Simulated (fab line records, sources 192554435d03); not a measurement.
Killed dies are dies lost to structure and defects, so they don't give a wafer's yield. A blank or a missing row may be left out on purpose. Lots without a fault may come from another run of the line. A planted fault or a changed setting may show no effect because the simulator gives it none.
A struck lot beside a sound one | flow n5_finfet | 15 steps out of a route of 1938
Sound: wafers L426.2, L426.3, L426.5. Struck: wafer L437.4. (L437.2, L437.3 of the same lot were not struck and are left out.) The cause comes at the end.
At each step with rows: each side's tool, then ch and its chambers, then its first start. Under that, the readings that differ: sound wafers | struck wafers | difference of the means | sigmas: that difference in standard deviations of wafers without a fault.
alike: readings whose means differ by less than 2 such deviations, and words and numbers that are the same on both sides. not compared: withheld readings, readings that some wafer has no value for, bounds like >300 that may hide the same value, and numbers for which the record gives no deviation and whose values overlap.
The two part at a step that has a row with sigmas, a row that says differs or no value, or rows on one side only. Numbers that don't overlap but have no deviation are shown without sigmas and don't part them. A reading that every wafer of one side lacks parts them only if that side has two wafers or more.

N5_BEOL_M4_INSPECT_30: inspects for defects (brightfield).
  sound on defect_inspect-01, day 9 19:20; struck on defect_inspect-01, day 12 02:20
  alike: raw_defect_count
N5_BEOL_M4_DESCUM_33: chemistry O2, time 7 s.
  sound on rie_diel-05 ch 0,2, day 9 19:22; struck on rie_diel-05 ch 1, day 12 02:34
  reading               | sound          | struck | difference | sigmas
  oes_product_au (a.u.) | 0.90 0.89 0.91 | 0.71   | -0.19      | -2
  alike: chamber_pressure_mTorr, drypump_motor_current_A, rf_vpp_V, showerhead_plenum_p_Torr, throttle_valve_pct
  not compared: rf_hours_counter_h
N5_BEOL_M4_ETCH_77: etches underlayer in N2/H2, target depth 6.5 nm, time 5.2 s.
  sound on rie_diel-05 ch 0,2, day 9 19:24; struck on rie_diel-05 ch 1, day 12 02:37
  reading               | sound          | struck | difference | sigmas
  oes_product_au (a.u.) | 0.76 0.75 0.76 | 0.61   | -0.15      | -2
  alike: bias_w, chamber_pressure_mTorr, drypump_motor_current_A, etch_rf_on_time_s, rf_vpp_V, showerhead_plenum_p_Torr, throttle_valve_pct
  not compared: rf_hours_counter_h
then, 6 steps without rows for these wafers: N5_BEOL_M4_ETCH_69 (etches SiARC in CF4, target depth 15.6 nm, time 26 s); N5_BEOL_M4_ALD_98 (deposits SiO2, target thk 2.5 nm, pulse time 1 s, co reactant pulse time 1 s); N5_BEOL_M4_ETCHBACK_99 (etches SiO2 in CHF3, target depth 5 nm, time 10.4 s); N5_BEOL_M4_ETCH_70 (etches SOC in N2/H2, target depth 80 nm, overetch 24 nm, time 130 s); N5_BEOL_M4_STRIP_71 (strips in N2/H2); N5_BEOL_M4_STRIP_78 (strips in N2/H2).
N5_BEOL_M4_VIA_ETCH_34: etches the open film in C4F6/O2, target depth 69.4 nm, time 65.9 s.
  sound on rie_diel-04 ch 0,1,3, day 9 21:44; struck on rie_diel-04 ch 3, day 12 06:31
  alike: bias_w, chamber_pressure_mTorr, drypump_motor_current_A, oes_ar_750_au, oes_o_777_au, oes_product_au, rf_vpp_V, showerhead_plenum_p_Torr, throttle_valve_pct
  not compared: rf_hours_counter_h
then, 1 step without rows for these wafers: N5_BEOL_M4_STRIP_83 (strips in C4F6/O2).
N5_BEOL_M4_STRIP_36: strips in N2/H2.
  sound on rie_diel-04 ch 0,1,3, day 9 21:47; struck on rie_diel-04 ch 3, day 12 06:34
  alike: chamber_pressure_mTorr, drypump_motor_current_A, oes_product_au, rf_vpp_V, showerhead_plenum_p_Torr, throttle_valve_pct
  not compared: rf_hours_counter_h
N5_BEOL_M4_TRENCH_ETCH_37: etches SiOC in C4F6/O2, target depth 55.555 nm, time 29.2 s.
  sound on rie_diel-04 ch 0,1,3, day 9 21:50; struck on rie_diel-04 ch 3, day 12 06:37
  reading                             | sound             | struck | difference | sigmas
  bias_w (W)                          | 184.2 185.6 185.2 | 198.2  | +13.2      | +24
  rf_vpp_V (V)                        | 670 683 671       | 710    | +35        | +5
  model.BEOL_M4.feature_depth_nm (nm) | 56 55.8 56.8      | 58.2   | +2.0       |
  model.etch.depth_nm (nm)            | 56.09 55.86 56.72 | 58.13  | +1.91      |
  alike: chamber_pressure_mTorr, drypump_motor_current_A, oes_ar_750_au, oes_o_777_au, oes_product_au, showerhead_plenum_p_Torr, throttle_valve_pct
  not compared: rf_hours_counter_h
N5_BEOL_M4_ETCH_41: etches SiCN in CH3F/O2, target depth 29.9 nm, time 52.5 s.
  sound on rie_diel-04 ch 0,1,3; struck on rie_diel-04 ch 3
  alike: CH3F_flow_sccm, bias_w, chamber_pressure_mTorr, drypump_motor_current_A, oes_product_au, rf_vpp_V, showerhead_plenum_p_Torr, throttle_valve_pct
  not compared: rf_hours_counter_h
N5_BEOL_M4_RC_MEAS_101:
  sound on prober-01 ch 0, day 10 01:55; struck on prober-02 ch 0, day 12 12:16
  alike: DIBL_N, DIBL_P, IOFF_N, IOFF_P, ION_N, ION_P, SS_N, SS_P, VT_N, VT_P

WHERE THEY PART
First at N5_BEOL_M4_DESCUM_33; last, within this record, at N5_BEOL_M4_TRENCH_ETCH_37. Later steps at which nothing parts them and some readings are alike: N5_BEOL_M4_ETCH_41, N5_BEOL_M4_RC_MEAS_101.

WHY: what the simulator had put in
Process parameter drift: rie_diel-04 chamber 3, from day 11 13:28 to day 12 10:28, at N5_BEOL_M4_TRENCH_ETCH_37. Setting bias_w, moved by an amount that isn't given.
